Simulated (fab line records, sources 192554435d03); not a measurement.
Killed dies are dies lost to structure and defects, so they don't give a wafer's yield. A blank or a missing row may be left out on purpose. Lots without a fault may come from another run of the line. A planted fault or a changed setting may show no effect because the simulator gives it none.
A struck lot beside a sound one | flow n5_finfet | 25 steps out of a route of 1938
Sound: wafers L742.2, L742.4, L742.6. Struck: wafers L745.1, L745.2, L745.6. The cause comes at the end.
At each step with rows: each side's tool, then ch and its chambers, then its first start. Under that, the readings that differ: sound wafers | struck wafers | difference of the means | sigmas: that difference in standard deviations of wafers without a fault.
alike: readings whose means differ by less than 2 such deviations, and words and numbers that are the same on both sides. not compared: withheld readings, readings that some wafer has no value for, bounds like >300 that may hide the same value, and numbers for which the record gives no deviation and whose values overlap.
The two part at a step that has a row with sigmas, a row that says differs or no value, or rows on one side only. Numbers that don't overlap but have no deviation are shown without sigmas and don't part them. A reading that every wafer of one side lacks parts them only if that side has two wafers or more.

N5_BEOL_M15_INSPECT_12: inspects for defects (macro).
  sound on defect_inspect-01, day 13 18:29; struck on defect_inspect-02, day 17 02:24
  alike: raw_defect_count
N5_BEOL_M15_DESCUM_15: chemistry O2, time 7.9 s.
  sound on rie_diel-02 ch 0,1,2, day 13 18:31; struck on rie_diel-02 ch 1,2,3, day 17 02:29
  alike: drypump_motor_current_A, oes_product_au, rf_vpp_V, showerhead_plenum_p_Torr, throttle_valve_pct
  not compared: rf_hours_counter_h
then, 2 steps without rows for these wafers: N5_BEOL_M15_ETCH_59 (etches BARC in N2/H2, target depth 89 nm, overetch 26.7 nm, time 67.9 s); N5_BEOL_M15_VIA_ETCH_16 (etches SiO2 in C4F8/O2/Ar, target depth 1792.2 nm).
N5_BEOL_M15_STRIP_63: strips in O2.
  sound on rie_diel-02 ch 0,1,2; struck on rie_diel-02 ch 1,2,3
  alike: drypump_motor_current_A, oes_product_au, rf_vpp_V, showerhead_plenum_p_Torr, throttle_valve_pct
  not compared: rf_hours_counter_h
N5_BEOL_M15_STRIP_64: strips in O2.
  sound on rie_diel-02 ch 0,1,2; struck on rie_diel-02 ch 1,2,3
  alike: drypump_motor_current_A, oes_product_au, rf_vpp_V, showerhead_plenum_p_Torr, throttle_valve_pct
  not compared: rf_hours_counter_h
then, 2 steps without rows for these wafers: N5_BEOL_M15_STRIP_65 (strips in post etch residue remover, time 60 s); N5_BEOL_M15_SRD_66 (time 30 s, dry time 30 s).
N5_BEOL_M15_CD_MEAS_17: target cd 360 nm.
  sound on cd_sem-02, day 13 19:01; struck on cd_sem-01, day 17 02:59
  alike: cd_nm
then, 1 step without rows for these wafers: N5_BEOL_M15_COAT_56 (time 60 s, resist thk 550 nm).
N5_BEOL_M15_ETCH_57: etches SOC in N2/H2, time 750 s.
  sound on rie_diel-06 ch 0,2,3, day 13 19:07; struck on rie_diel-02 ch 0,2, day 17 03:07
  alike: drypump_motor_current_A, h2_flow_sccm, oes_product_au, rf_vpp_V, showerhead_plenum_p_Torr, throttle_valve_pct
  not compared: rf_hours_counter_h
then, 1 step without rows for these wafers: N5_BEOL_M15_COAT_60 (time 60 s, resist thk 89 nm).
N5_BEOL_M15_COAT_22: resist thk 800 nm.
  sound on litho_track-03 ch 0, day 13 19:37; struck on litho_track-04 ch 0, day 17 03:37
  reading                                    | sound                | struck               | difference | sigmas
  spin_speed_rpm (rpm)                       | 1704.2 1704.3 1704.2 | 1605.9 1607.9 1606.4 | -97.5      | -89
  model.coat_of_BEOL_M15_COAT_22.thk_nm (nm) | 801 800.8 804.4      | 827.6 829.2 829.6    | +26.7      |
then, 6 steps without rows for these wafers: N5_BEOL_M15_EBR_24; N5_BEOL_M15_SOFTBAKE_23 (time 60 s); N5_BEOL_M15_EXPOSE_25 (exposes mask M15, target cd 400 nm); N5_BEOL_M15_PEB_26 (peb time 90 s); N5_BEOL_M15_DEVELOP_27 (develop time 45 s); N5_BEOL_M15_HARDBAKE_32 (time 120 s).
N5_BEOL_M15_CD_MEAS_28: target cd 407.6 nm.
  sound on cd_sem-02 ch 0, day 13 20:01; struck on cd_sem-01 ch 0, day 17 03:53
  alike: cd_nm
N5_BEOL_M15_OVL_MEAS_29:
  sound on overlay-02 ch 0, day 13 20:02; struck on overlay-02 ch 0, day 17 03:55
  alike: M15_OVL
N5_BEOL_M15_INSPECT_30: inspects for defects (macro).
  sound on defect_inspect-01, day 13 20:04; struck on defect_inspect-02, day 17 03:56
  alike: raw_defect_count
N5_BEOL_M15_DESCUM_33: chemistry O2, time 7.9 s.
  sound on rie_diel-03 ch 0,1,3, day 13 20:06; struck on rie_diel-02 ch 0,3, day 17 04:16
  alike: drypump_motor_current_A, oes_product_au, rf_vpp_V, showerhead_plenum_p_Torr, throttle_valve_pct
  not compared: rf_hours_counter_h
then, 1 step without rows for these wafers: N5_BEOL_M15_ETCH_61 (etches BARC in N2/H2, target depth 89 nm, overetch 26.7 nm, time 67.9 s).
N5_BEOL_M15_TRENCH_ETCH_34: etches SiO2 in C4F8/O2/Ar, target depth 872.93 nm, time 199 s.
  sound on rie_diel-03 ch 0,1,3, day 13 20:11; struck on rie_diel-02 ch 0,3, day 17 04:21
  reading                                    | sound           | struck        | difference | sigmas
  model.coat_of_BEOL_M15_COAT_22.thk_nm (nm) | 547.8 537 549.6 | 572 572 573.4 | +28        |
  alike: drypump_motor_current_A, oes_ar_750_au, oes_product_au, rf_vpp_V, showerhead_plenum_p_Torr, throttle_valve_pct
  not compared: rf_hours_counter_h

WHERE THEY PART
Only at N5_BEOL_M15_COAT_22, within this record. Later steps at which nothing parts them and some readings are alike: N5_BEOL_M15_CD_MEAS_28, N5_BEOL_M15_OVL_MEAS_29, N5_BEOL_M15_INSPECT_30, N5_BEOL_M15_DESCUM_33, N5_BEOL_M15_TRENCH_ETCH_34.

WHY: what the simulator had put in
Process parameter drift: litho_track-04, from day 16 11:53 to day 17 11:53, at N5_BEOL_M15_COAT_22. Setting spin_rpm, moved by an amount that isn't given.
